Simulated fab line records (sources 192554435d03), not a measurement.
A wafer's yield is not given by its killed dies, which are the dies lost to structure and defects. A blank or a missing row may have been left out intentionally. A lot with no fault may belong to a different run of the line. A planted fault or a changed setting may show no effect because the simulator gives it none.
Comparing a struck lot with a sound one :: flow n5Finfet :: 15 steps out of a route of 1938
Sound: these wafers, L880.3, L880.4, L880.6. Struck: wafers L891.1, L891.4. At the end, the cause is stated.
Per side, at each step with rows, come the tool, then ch with its chambers, and then its first start. Under that, the readings that differ: sound wafers :: struck wafers :: difference of the means :: sigmas: that difference in standard deviations of wafers without a fault.
alike: readings with means less than 2 such deviations apart, plus words and numbers identical on both sides. not compared: withheld readings, readings lacking a value on some wafer, bounds such as >300 that could conceal the same value, and numbers that have no deviation in the record and whose values overlap.
Wherever a step has rows on one side only, a row that says differs or no value, or a row with sigmas, the two part there. Numbers that have no deviation but don't overlap get no sigmas and don't part them. A reading missing from all wafers of one side parts the sides only when that side holds two or more wafers.

first, 1 step without rows for these wafers: N5_BEOL_M0_SAQP_SRD_93 (time 30 s).
N5_BEOL_M0_SAQP_RECESS_114: chemistry HF/NH3, target SiO2, target depth 14.4 nm, afs cycles 3, sublimation time 60 s.
  sound on vaporEtch-01 ch 0,1, day 7 05:41; struck on vaporEtch-02 ch 1, day 9 23:04
reading: drypumpMotorCurrentA (A)
sound: 5.9 6.2 6.2
struck: 5.0 5.0
difference: -1.1
sigmas: -2
  alike: tempC
then, 1 step without rows for these wafers: N5_BEOL_M0_SAQP_SPACER1_ALD_98 (deposits SiO2, target thk 12.8 nm, pulse time 1 s, purge time 2 s).
N5_BEOL_M0_SAQP_SPACER1_ETCHBACK_99: etches SiO2 in CHF3/O2, target depth 15.4 nm, time 7.7 s.
  sound on rieDiel-04 ch 0,2,3, day 7 06:26; struck on rieDiel-01 ch 3, day 9 23:56
  alike: CHF3_flow_sccm, drypumpMotorCurrentA, oesProductAu, rfVppV, showerheadPlenumPTorr, throttleValvePct
  not compared: rfHoursCounterH
then, 1 step without rows for these wafers: N5_BEOL_M0_SAQP_MANDREL1_REMOVE_100 (chemistry HBr/Cl2/O2, target a-Si, stops on SiNx, bt time 10 s).
N5_BEOL_M0_SAQP_CD_MEAS_25: target cd 13.1 nm.
  sound on cdSem-02 ch 0, day 7 06:37; struck on cdSem-01 ch 0, day 10 00:07
  alike: cdNm
then, 1 step without rows for these wafers: N5_BEOL_M0_SAQP_ETCH_101 (etches SiNx in CH3F/O2, target depth 29.9 nm, time 42.7 s).
N5_BEOL_M0_SAQP_ETCH_102: etches SiO2 in CF4, target depth 4 nm, time 4.4 s.
  sound on rieSi-05 ch 0,3, day 7 06:46; struck on rieSi-02 ch 1,3, day 10 00:16
  alike: drypumpMotorCurrentA, oesProductAu, throttleValvePct
  not compared: rfHoursCounterH
N5_BEOL_M0_SAQP_MANDREL_ETCH_103: etches a-Si in HBr/Cl2, stops on SiCN, target depth 45 nm, bt time 10 s, time 27 s.
  sound on rieSi-05 ch 0,3, day 7 06:48; struck on rieSi-02 ch 1,3, day 10 00:18
  alike: drypumpMotorCurrentA, oesProductAu, throttleValvePct
  not compared: rfHoursCounterH
then, 2 steps without rows for these wafers: N5_BEOL_M0_SAQP_RECESS_104 (chemistry HF/NH3, target SiO2, target depth 18 nm, afs cycles 3, sublimation time 60 s); N5_BEOL_M0_SAQP_COAT_105 (time 60 s, resist thk 100 nm).
N5_BEOL_M0_SAQP_ETCH_106: etches SOC in N2/H2, stops on SiNx, target depth 150 nm.
  sound on rieDiel-04 ch 2,3, day 7 07:20; struck on rieDiel-01 ch 0,3, day 10 00:50
  alike: drypumpMotorCurrentA, oesProductAu, rfVppV, showerheadPlenumPTorr, throttleValvePct
  not compared: rfHoursCounterH
N5_BEOL_M0_SAQP_ETCH_107: etches SiNx in CH3F/O2, target depth 30 nm.
  sound on rieDiel-04 ch 2,3, day 7 07:23; struck on rieDiel-01 ch 0,3, day 10 00:53
reading: oesProductAu (a.u.)
sound: 0.70 0.72 0.69
struck: 0.99 1.18
difference: +0.38
sigmas: +3

reading: model.BEOL_M0_SAQP.featureDepthNm (nm)
sound: 30.2 30.4 30
struck: 44.4 44.6
difference: +14.3
sigmas: 

reading: model.SOC_of_BEOL_M0_SAQP_COAT_105.thkNm (nm)
sound: 11.8 12.4 13
struck: 7.4 5.8
difference: -5.8
sigmas: 
  alike: CH3F_flow_sccm, drypumpMotorCurrentA, rfVppV, showerheadPlenumPTorr, throttleValvePct
  not compared: rfHoursCounterH
then, 1 step without rows for these wafers: N5_BEOL_M0_SAQP_STRIP_108 (strips in N2/H2).
-- a jump in the record: the struck wafers' starts before and after are 3 days apart (it breaks off in module BEOL_M0_SAQP and resumes in module BEOL_M4, where the first step shown is number 1111 of the route) --
N5_BEOL_M4_RC_MEAS_101:
  sound on prober-02 ch 0, day 10 01:04; struck on prober-02 ch 0, day 12 15:11
  alike: DIBL_N, DIBL_P, IOFF_N, IOFF_P, ION_N, ION_P, SS_N, SS_P, VT_N, VT_P

== WHERE THEY PART ==
First at N5_BEOL_M0_SAQP_RECESS_114; last, within this record, at N5_BEOL_M0_SAQP_ETCH_107. Later steps at which nothing parts them and some readings are alike: N5_BEOL_M4_RC_MEAS_101.

WHY: what the simulator had put in
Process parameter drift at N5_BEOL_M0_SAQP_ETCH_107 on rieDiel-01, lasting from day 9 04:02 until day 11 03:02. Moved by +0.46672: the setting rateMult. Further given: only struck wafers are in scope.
